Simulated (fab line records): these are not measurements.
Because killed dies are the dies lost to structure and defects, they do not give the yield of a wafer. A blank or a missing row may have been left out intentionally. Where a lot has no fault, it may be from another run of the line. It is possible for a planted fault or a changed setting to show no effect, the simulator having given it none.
Matching of chambers | flow n5 finfet | N5_HKMG_FIN_CMP_94 on cmp-03: 4 sister chambers
The step polishes, stops on SiNx, t overpolish 4.7 s, target thk 43.299 nm. 4 wafers are shown with their chamber, then 11 later ones without.

== WAFERS WITH THEIR CHAMBER ==
wafer  | chamber | motor current A (A)
L085.4 | 0       | 11.4
L087.2 | 1       | 11.6
L089.2 | 3       | 11.1
L090.3 | 2       | 11.5

== WAFERS WITH NO CHAMBER GIVEN ==
wafer  | motor current A (A)
L090.4 | 12.1
L090.5 | 12.5
L092.1 | 11.0
L092.2 | 11.6
L092.6 | 11.6
L095.2 | 10.9
L095.5 | 11.5
L095.6 | 11.5
L097.2 | 12.5
L097.3 | 11.4
L097.6 | 10.3

== THE CHAMBER EACH PASSED THROUGH ==
wafer  | from the rows above               | in truth
L090.4 | can't be placed: 1 or 2 or 0 or 3 | 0
L090.5 | can't be placed: 1 or 2 or 0 or 3 | 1
L092.1 | can't be placed: 3 or 0 or 2 or 1 | 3
L092.2 | can't be placed: 1 or 2 or 0 or 3 | 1
L092.6 | can't be placed: 1 or 2 or 0 or 3 | 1
L095.2 | can't be placed: 3 or 0 or 2 or 1 | 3
L095.5 | can't be placed: 2 or 0 or 1 or 3 | 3
L095.6 | can't be placed: 2 or 0 or 1 or 3 | 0
L097.2 | can't be placed: 1 or 2 or 0 or 3 | 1
L097.3 | can't be placed: 0 or 2 or 1 or 3 | 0
L097.6 | can't be placed: 3 or 0 or 2 or 1 | 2
Placed correctly: 0 of 11. Unplaceable from these rows: 11, with the true chamber sitting among the candidates in 11. Placed wrongly: 0.
How it was worked out, from the rows above alone: a wafer's distance from a chamber is the root of the sum, over the readings, of the square of ((its reading less the chamber's mean) divided by the reading's scatter). The wafer belongs to the nearest chamber; if the next one is less than 2 further off, it can't be placed. Each chamber's mean is taken over the wafers shown for it. The scatter: root of mean squared gap, hidden wafer to nearest shown wafer, with one shown wafer a chamber.
